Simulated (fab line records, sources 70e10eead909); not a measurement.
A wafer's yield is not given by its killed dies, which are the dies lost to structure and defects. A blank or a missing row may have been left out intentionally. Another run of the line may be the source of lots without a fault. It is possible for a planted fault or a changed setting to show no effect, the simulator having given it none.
Chamber matching | flow nand harc | NHARC_P_STI_ETCH_15 on rie si-02 has 4 sister chambers
The step etches the open film in HBr/Cl2, target depth 300 nm, time 100.1 s. 18 wafers are shown with their chamber, then 9 later ones without.

EACH WAFER AND ITS CHAMBER
wafer  | chamber | drypump motor current A (A) | throttle valve pct (%) | oes product au (a.u.)
L810.1 | 1       | 6.1                         | 26.411                 | 1.004
L810.5 | 1       | 6.2                         | 26.415                 | 1.002
L810.6 | 0       | 5.4                         | 26.400                 | 0.984
L813.1 | 1       | 6.2                         | 26.415                 | 0.998
L813.3 | 0       | 5.4                         | 26.401                 | 1.006
L813.4 | 3       | 5.7                         | 26.404                 | 0.990
L814.1 | 3       | 5.7                         | 26.396                 | 0.993
L814.2 | 0       | 5.4                         | 26.404                 | 1.008
L814.5 | 2       | 6.5                         | 26.405                 | 0.987
L815.1 | 1       | 6.1                         | 26.402                 | 1.011
L815.2 | 2       | 6.5                         | 26.400                 | 1.001
L815.5 | 0       | 5.4                         | 26.420                 | 1.002
L817.2 | 1       | 6.2                         | 26.400                 | 0.993
L817.4 | 3       | 5.7                         | 26.396                 | 1.000
L817.6 | 2       | 6.5                         | 26.409                 | 1.003
L819.2 | 3       | 5.7                         | 26.400                 | 0.999
L819.4 | 2       | 6.5                         | 26.411                 | 0.995
L819.6 | 0       | 5.4                         | 26.406                 | 1.000

SIGNATURES (means of the wafers above)
reading                 | chamber 0 | chamber 1 | chamber 2 | chamber 3 | scatter within a chamber
drypump motor current A | 5.400     | 6.160     | 6.500     | 5.700     | 0.0293
throttle valve pct      | 26.40620  | 26.40860  | 26.40625  | 26.39900  | 0.00644
oes product au          | 1.00000   | 1.00160   | 0.99650   | 0.99550   | 0.00739
Rule: a wafer lies at a distance from a chamber equal to the root of the sum of squares, over the readings, of (its reading less the chamber's mean, divided by the reading's scatter). The wafer belongs to the nearest chamber; if the next one is less than 2 further off, it can't be placed. The scatter is the square root of a quotient: the sum, over the shown wafers, of each reading's squared deviation from its chamber's mean, divided by wafers minus chambers.

WAFERS MISSING THEIR CHAMBER
wafer  | drypump motor current A (A) | throttle valve pct (%) | oes product au (a.u.)
L823.2 | 6.2                         | 26.414                 | 0.999
L823.3 | 5.6                         | 26.404                 | 0.991
L823.4 | 5.4                         | 26.419                 | 1.001
L828.1 | 6.2                         | 26.403                 | 0.997
L828.3 | 5.4                         | 26.413                 | 1.006
L828.6 | 5.4                         | 26.408                 | 1.006
L831.3 | 5.4                         | 26.406                 | 0.997
L831.4 | 5.7                         | 26.401                 | 0.998
L831.6 | 6.6                         | 26.408                 | 0.983

WHICH CHAMBER EACH ONE RAN IN
wafer  | from the rows above | in truth
L823.2 | 1                   | 1
L823.3 | 3                   | 3
L823.4 | 0                   | 0
L828.1 | 1                   | 1
L828.3 | 0                   | 0
L828.6 | 0                   | 0
L831.3 | 0                   | 0
L831.4 | 3                   | 3
L831.6 | 2                   | 2
Correctly placed: 9 of 9. Number that these rows cannot place: 0. 0 placed wrongly.
